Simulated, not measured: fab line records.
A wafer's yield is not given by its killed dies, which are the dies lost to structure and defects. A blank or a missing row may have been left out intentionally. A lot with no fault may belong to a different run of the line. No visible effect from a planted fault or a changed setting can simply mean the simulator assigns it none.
Chamber matching + flow nandHarc + NHARC_A_STAIRCASE_DESCUM_312 on rieDiel-03 has 4 sister chambers
The step chemistry O2, time 3 s. 8 wafers are shown with their chamber, then 8 later ones without.

== WAFERS WITH THEIR CHAMBER ==
| wafer  | chamber | showerheadPlenumPTorr (Torr) | drypumpMotorCurrentA (A) |
|--------|---------|------------------------------|--------------------------|
| L078.3 | 0       | 1.83                         | 5.4                      |
| L087.1 | 1       | 1.76                         | 4.7                      |
| L087.5 | 3       | 1.95                         | 5.8                      |
| L087.6 | 2       | 1.93                         | 5.8                      |
| L089.1 | 1       | 1.76                         | 4.7                      |
| L089.3 | 3       | 1.95                         | 5.8                      |
| L089.4 | 2       | 1.93                         | 5.8                      |
| L090.2 | 0       | 1.82                         | 5.5                      |

== WAFERS WITH NO CHAMBER GIVEN ==
| wafer  | showerheadPlenumPTorr (Torr) | drypumpMotorCurrentA (A) |
|--------|------------------------------|--------------------------|
| L090.3 | 1.93                         | 5.8                      |
| L090.6 | 1.76                         | 4.7                      |
| L091.2 | 1.94                         | 5.8                      |
| L091.3 | 1.92                         | 5.9                      |
| L091.6 | 1.94                         | 5.8                      |
| L095.1 | 1.76                         | 4.7                      |
| L095.4 | 1.94                         | 5.8                      |
| L095.5 | 1.94                         | 5.9                      |

== EACH ONE'S CHAMBER ==
| wafer  | from the rows above     | in truth |
|--------|-------------------------|----------|
| L090.3 | 2                       | 2        |
| L090.6 | 1                       | 1        |
| L091.2 | can't be placed: 2 or 3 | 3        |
| L091.3 | 2                       | 2        |
| L091.6 | can't be placed: 2 or 3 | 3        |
| L095.1 | 1                       | 1        |
| L095.4 | can't be placed: 2 or 3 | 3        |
| L095.5 | can't be placed: 2 or 3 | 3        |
Correctly placed: 4 of 8. Not placeable from these rows: 4 (in 4, the candidates include the true chamber). Wrongly placed: 0.
How it was worked out, from the rows above alone: a wafer's distance from a chamber is the root of the sum, over the readings, of the square of ((its reading less the chamber's mean) divided by the reading's scatter). If the next closest chamber is less than 2 further off than the closest, the wafer can't be placed; otherwise it belongs to the closest. The mean given for a chamber averages the wafers shown for that chamber. The scatter: the root of (the sum of the squares of (reading less its chamber's mean) over the shown wafers, divided by (wafers less chambers)).
